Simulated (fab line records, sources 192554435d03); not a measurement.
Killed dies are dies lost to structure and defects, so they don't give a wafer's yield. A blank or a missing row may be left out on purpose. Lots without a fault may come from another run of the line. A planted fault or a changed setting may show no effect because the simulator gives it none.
Which tool did it? | flow n5_finfet | 9 lots, 27 wafers sampled, at 6 steps of a route of 1938

WHAT THE GAUGES READ, wafer by wafer
The record holds no reading of a measuring or inspecting step that can be judged against a usual standard deviation.

WHICH TOOL RAN EACH LOT (tool, then ch and the chambers of the sampled wafers, then the start)
lot  | N5_BEOL_M12_STRIP_37                 | N5_BEOL_M12_SPUTTER_44       | N5_BEOL_M13_ILD_DEP_00          | N5_BEOL_M13_COAT_58               | N5_BEOL_M13_STRIP_64                 | N5_PASSIVATION_PROBE_49
L314 | plasma_asher-01 ch 0,1, day 11 01:49 | pvd_sputter-03, day 11 02:50 | pecvd-03 ch 0,1,2, day 11 03:57 | litho_track-03 ch 0, day 11 04:08 | plasma_asher-01 ch 0,1, day 11 05:15 | -
L313 | plasma_asher-01 ch 0,1, day 11 04:16 | pvd_sputter-01, day 11 05:23 | pecvd-04 ch 0,1, day 11 06:39   | litho_track-03 ch 0, day 11 06:50 | plasma_asher-01 ch 1, day 11 07:35   | -
L316 | plasma_asher-01 ch 0,1, day 11 13:22 | pvd_sputter-03, day 11 16:07 | pecvd-03 ch 0,2, day 11 17:37   | litho_track-02 ch 0, day 11 17:49 | plasma_asher-01 ch 0,1, day 11 18:53 | prober-01, day 12 20:41
L321 | plasma_asher-01 ch 0, day 13 04:08   | pvd_sputter-01, day 13 06:19 | pecvd-03 ch 0,2, day 13 07:37   | litho_track-03 ch 0, day 13 07:58 | plasma_asher-01 ch 0,1, day 13 08:43 | prober-01, day 14 14:16
L324 | plasma_asher-01 ch 0,1, day 14 11:46 | pvd_sputter-01, day 14 12:19 | pecvd-03 ch 1,2, day 14 13:40   | litho_track-02 ch 0, day 14 13:52 | plasma_asher-01 ch 0,1, day 14 14:44 | prober-02, day 16 00:31
L327 | plasma_asher-01 ch 0,1, day 14 23:07 | pvd_sputter-02, day 15 01:53 | pecvd-04 ch 0,1,2, day 15 05:08 | litho_track-02 ch 0, day 15 05:19 | plasma_asher-01 ch 1, day 15 06:04   | -
L331 | plasma_asher-02 ch 0,1, day 15 16:40 | pvd_sputter-02, day 15 17:57 | pecvd-01 ch 0,2, day 15 19:06   | litho_track-02 ch 0, day 15 19:20 | plasma_asher-02 ch 0,1, day 15 20:10 | prober-02, day 17 06:42
L329 | plasma_asher-01 ch 0,1, day 15 18:47 | pvd_sputter-01, day 15 19:24 | pecvd-03 ch 0,1,2, day 15 20:36 | litho_track-02 ch 0, day 15 20:43 | plasma_asher-02 ch 0,1, day 15 21:48 | prober-01, day 17 11:53
L333 | plasma_asher-01 ch 0,1, day 16 05:32 | pvd_sputter-01, day 16 12:51 | pecvd-04 ch 0,1,2, day 16 13:59 | litho_track-05 ch 0, day 16 14:10 | plasma_asher-01 ch 0,1, day 16 15:03 | prober-02, day 17 20:17
- N5_BEOL_M12_STRIP_37: strips in N2/H2.
- N5_BEOL_M12_SPUTTER_44: material Ta, target thk 10 nm, time 16.13 s.
- N5_BEOL_M13_ILD_DEP_00: deposits SiOC from DEMS/O2, target thk 837.92 nm, time 166.4 s.
- N5_BEOL_M13_COAT_58: time 60 s, resist thk 89 nm.
- N5_BEOL_M13_STRIP_64: strips in N2/H2.
- N5_PASSIVATION_PROBE_49

WHAT THE TOOLS THEMSELVES READ (means of the sampled wafers that have a number; where no wafer has one, the mark that the record gives instead)
N5_BEOL_M12_STRIP_37. Usual: drypump_motor_current_A 5.36 A, standard deviation 0.22; h2_flow_sccm 3249 sccm, standard deviation 9.3; heater_power_w 308 W, standard deviation 24; n2_flow_sccm 1749 sccm, standard deviation 5.4; oes_product_au 0.791 a.u., standard deviation 0.0096; temp_c 250.02 C, standard deviation 0.18.
lot  | tool            | drypump_motor_current_A (A) | h2_flow_sccm (sccm) | heater_power_w (W) | n2_flow_sccm (sccm) | oes_product_au (a.u.) | temp_c (C) | flag
L314 | plasma_asher-01 | 5.43                        | 3251                | 322                | 1753                | 0.784                 | 250.19     |
L313 | plasma_asher-01 | 5.46                        | 3243                | 316                | 1749                | 0.796                 | 249.93     |
L316 | plasma_asher-01 | 5.56                        | 3245                | 300                | 1750                | 0.791                 | 250.12     |
L321 | plasma_asher-01 | 5.64                        | 3259                | 278                | 1752                | 0.795                 | 249.94     |
L324 | plasma_asher-01 | 5.55                        | 3253                | 300                | 1749                | 0.796                 | 250.33     |
L327 | plasma_asher-01 | 5.43                        | 3256                | 321                | 1751                | 0.787                 | 249.84     |
L331 | plasma_asher-02 | 5.24                        | 3245                | 300                | 1754                | 0.792                 | 250.12     |
L329 | plasma_asher-01 | 5.43                        | 3255                | 318                | 1749                | 0.793                 | 249.99     |
L333 | plasma_asher-01 | 5.43                        | 3241                | 318                | 1753                | 0.782                 | 249.99     |

N5_BEOL_M12_SPUTTER_44. Usual: susceptor_temp_C 50.00 C, standard deviation 0.12; throttle_valve_pct 29.9 %, standard deviation 1.2.
lot  | tool           | susceptor_temp_C (C) | throttle_valve_pct (%) | flag
L314 | pvd_sputter-03 | 50.00                | 29.8                   |
L313 | pvd_sputter-01 | 49.91                | 29.8                   |
L316 | pvd_sputter-03 | 49.99                | 30.4                   |
L321 | pvd_sputter-01 | 50.17                | 31.0                   |
L324 | pvd_sputter-01 | 49.98                | 30.4                   |
L327 | pvd_sputter-02 | 49.92                | 30.0                   |
L331 | pvd_sputter-02 | 49.98                | 29.3                   |
L329 | pvd_sputter-01 | 49.99                | 30.3                   |
L333 | pvd_sputter-01 | 50.03                | 31.0                   |

N5_BEOL_M13_ILD_DEP_00. Usual: chamber_pressure_Torr 5.000 Torr, standard deviation 0.011; heater_power_w 461 W, standard deviation 42; showerhead_plenum_p_Torr 5.703 Torr, standard deviation 0.02; susceptor_temp_C 350.00 C, standard deviation 0.2; throttle_valve_pct 11.9 %, standard deviation 0.36.
lot  | tool     | chamber_pressure_Torr (Torr) | heater_power_w (W) | showerhead_plenum_p_Torr (Torr) | susceptor_temp_C (C) | throttle_valve_pct (%) | flag
L314 | pecvd-03 | 4.992                        | 479                | 5.711                           | 350.17               | 11.7                   |
L313 | pecvd-04 | 5.009                        | 429                | 5.668                           | 350.05               | 11.8                   |
L316 | pecvd-03 | 4.995                        | 422                | 5.731                           | 349.92               | 11.5                   |
L321 | pecvd-03 | 4.997                        | 464                | 5.717                           | 350.18               | 11.7                   |
L324 | pecvd-03 | 4.997                        | 482                | 5.700                           | 350.02               | 12.3                   |
L327 | pecvd-04 | 5.004                        | 450                | 5.681                           | 350.00               | 11.9                   |
L331 | pecvd-01 | 4.998                        | 453                | 5.693                           | 349.80               | 11.8                   |
L329 | pecvd-03 | 4.993                        | 411                | 5.717                           | 350.04               | 11.9                   |
L333 | pecvd-04 | 4.999                        | 413                | 5.687                           | 350.01               | 12.1                   |

N5_BEOL_M13_COAT_58. Usual: spin_speed_rpm 1500.1 rpm, standard deviation 1.2.
lot  | tool           | spin_speed_rpm (rpm) | flag
L314 | litho_track-03 | 1500.0               |
L313 | litho_track-03 | 1498.5               |
L316 | litho_track-02 | 1500.4               |
L321 | litho_track-03 | 1499.7               |
L324 | litho_track-02 | 1499.5               |
L327 | litho_track-02 | 1501.1               |
L331 | litho_track-02 | 1687.1               | OFF
L329 | litho_track-02 | 1688.3               | OFF
L333 | litho_track-05 | 1499.7               |

N5_BEOL_M13_STRIP_64. Usual: drypump_motor_current_A 5.38 A, standard deviation 0.22; h2_flow_sccm 3250 sccm, standard deviation 8.2; heater_power_w 307 W, standard deviation 25; n2_flow_sccm 1751 sccm, standard deviation 4.9; oes_product_au 0.716 a.u., standard deviation 0.0047; strip_time_to_endpoint_s 31.28 s, standard deviation 0.067; temp_c 250.02 C, standard deviation 0.18.
lot  | tool            | drypump_motor_current_A (A) | h2_flow_sccm (sccm) | heater_power_w (W) | n2_flow_sccm (sccm) | oes_product_au (a.u.) | strip_time_to_endpoint_s (s) | temp_c (C) | flag
L314 | plasma_asher-01 | 5.54                        | 3254                | 300                | 1748                | 0.718                 | 31.31                        | 250.12     |
L313 | plasma_asher-01 | 5.34                        | 3242                | 335                | 1745                | 0.713                 | 31.31                        | 249.97     |
L316 | plasma_asher-01 | 5.45                        | 3252                | 319                | 1752                | 0.720                 | 31.34                        | 249.92     |
L321 | plasma_asher-01 | 5.43                        | 3265                | 317                | 1749                | 0.716                 | 31.19                        | 250.09     |
L324 | plasma_asher-01 | 5.56                        | 3245                | 298                | 1750                | 0.717                 | 31.21                        | 249.81     |
L327 | plasma_asher-01 | 5.33                        | 3244                | 335                | 1755                | 0.714                 | 31.23                        | 249.99     |
L331 | plasma_asher-02 | 5.14                        | 3249                | 311                | 1751                | 0.713                 | 29.80                        | 250.07     | OFF
L329 | plasma_asher-02 | 5.11                        | 3255                | 304                | 1753                | 0.719                 | 29.73                        | 250.27     | OFF
L333 | plasma_asher-01 | 5.44                        | 3254                | 314                | 1746                | 0.707                 | 31.33                        | 250.07     |

N5_PASSIVATION_PROBE_49. Usual: defect_limited_yield 91.2 %, standard deviation 1.6; killed_at_M0_to_M3 34, standard deviation 11; killed_at_M4_up 14, standard deviation 5.7; killed_at_contacts 14, standard deviation 6.6; killed_at_front_end 37, standard deviation 10; killed_at_other 4, standard deviation 3.2; killed_dies 104, standard deviation 19; killed_on_rim 14, standard deviation 4.1; killed_open 69, standard deviation 13; killed_short 33, standard deviation 8.7; sort_bin_5_function 5.1 %, standard deviation 1; sort_bin_6_memory 3.3 %, standard deviation 0.76; sort_n_pass 1076, standard deviation 19; sort_yield_pct 91.2 %, standard deviation 1.6.
lot  | tool      | defect_limited_yield (%) | killed_at_M0_to_M3 | killed_at_M4_up | killed_at_contacts | killed_at_front_end | killed_at_other | killed_dies | killed_on_rim | killed_open | killed_short | sort_bin_5_function (%) | sort_bin_6_memory (%) | sort_n_pass | sort_yield_pct (%) | flag
L316 | prober-01 | 88.2                     | 60                 | 23              | 16                 | 38                  | 3               | 140         | 18            | 91          | 48           | 6.9                     | 4.5                   | 1040        | 88.2               |
L321 | prober-01 | 90.4                     | 39                 | 16              | 9                  | 39                  | 10              | 113         | 15            | 74          | 35           | 5.6                     | 3.8                   | 1067        | 90.4               |
L324 | prober-02 | 90.5                     | 26                 | 17              | 17                 | 47                  | 5               | 112         | 15            | 76          | 36           | 5.7                     | 3.5                   | 1068        | 90.5               |
L331 | prober-02 | 92.6                     | 18                 | 20              | 16                 | 28                  | 5               | 87          | 11            | 59          | 27           | 4.6                     | 2.3                   | 1093        | 92.6               |
L329 | prober-01 | 91.6                     | 33                 | 10              | 10                 | 39                  | 7               | 99          | 11            | 65          | 33           | 4.7                     | 3.5                   | 1081        | 91.6               |
L333 | prober-02 | 89.4                     | 42                 | 15              | 20                 | 45                  | 4               | 126         | 17            | 77          | 46           | 5.9                     | 4.4                   | 1054        | 89.4               |

THE ANSWER, worked out from the rows above alone
Rule: a lot is off if the mean of its wafers that have a number lies more than 3 standard deviations from the usual mean. A lot without any number at a reading at which 4 lots or more have one is off too. The other lots that the step has rows for count as sound. The gauges are gone through in route order, then the tools' own readings, and for those a lot's mean is taken as printed above. The first step at which some lot is off is used, and at that step the reading that is off furthest; a lot without a number counts as furthest.
Off: L331, L329, at N5_BEOL_M13_COAT_58 (spin_speed_rpm).
A tool fits if, at that step or a process step before it, it ran every lot that is off, and no sound lot after the first of them. One fits: litho_track-02 at N5_BEOL_M13_COAT_58. Its last sound lot is L327 (day 15 05:19), its first lot that is off L331 (day 15 19:20): a fault that began between those two fits.
The tool's own readings at N5_BEOL_M13_COAT_58 bear it out: on the lots that are off they differ by more than 5 times the standard deviation of the sound lots' means. spin_speed_rpm reads 1687.7 rpm there against 1499.8 rpm on the sound lots.

WHAT THE SIMULATOR HAD PUT IN
Process parameter drift: litho_track-02, from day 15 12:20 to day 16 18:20, at N5_BEOL_M13_COAT_58. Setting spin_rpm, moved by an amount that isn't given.
Lots struck among those shown: L331, L329. The rule above found the same.
